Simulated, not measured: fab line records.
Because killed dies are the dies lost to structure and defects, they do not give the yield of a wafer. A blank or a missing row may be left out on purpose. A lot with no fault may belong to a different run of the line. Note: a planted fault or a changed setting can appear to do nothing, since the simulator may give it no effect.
Matching of chambers	flow n5 finfet	N5_BEOL_M3_STRIP_19 on rie diel-02: 4 sister chambers
The step strips in O2. 4 wafers are shown with their chamber, then 11 later ones without.

WAFERS WITH THEIR CHAMBER
wafer	chamber	showerhead plenum p Torr (Torr)
L083.3	1	2.14
L086.2	2	2.19
L086.4	0	2.06
L088.1	3	2.02

WAFERS WITH NO CHAMBER GIVEN
wafer	showerhead plenum p Torr (Torr)
L088.2	2.19
L088.4	2.19
L093.3	2.13
L093.4	2.18
L093.5	2.05
L091.1	2.05
L091.3	2.01
L091.6	2.13
L097.1	2.01
L097.2	2.13
L097.5	2.18

EACH ONE'S CHAMBER
wafer	from the rows above	in truth
L088.2	2	2
L088.4	2	2
L093.3	1	1
L093.4	2	2
L093.5	0	0
L091.1	0	0
L091.3	3	3
L091.6	1	1
L097.1	3	3
L097.2	1	1
L097.5	2	2
Correctly placed: 11 of 11. Can't be placed from these rows: 0. Number placed wrongly: 0.
How it was worked out, from the rows above alone: a wafer's distance from a chamber is the root of the sum, over the readings, of the square of ((its reading less the chamber's mean) divided by the reading's scatter). The wafer belongs to the nearest chamber; if the next one is less than 2 further off, it can't be placed. For every chamber, the mean is computed from those of its wafers that are shown. The scatter (one wafer shown for each chamber): square how far every hidden wafer sits from the nearest shown wafer, average those squares and take the square root.
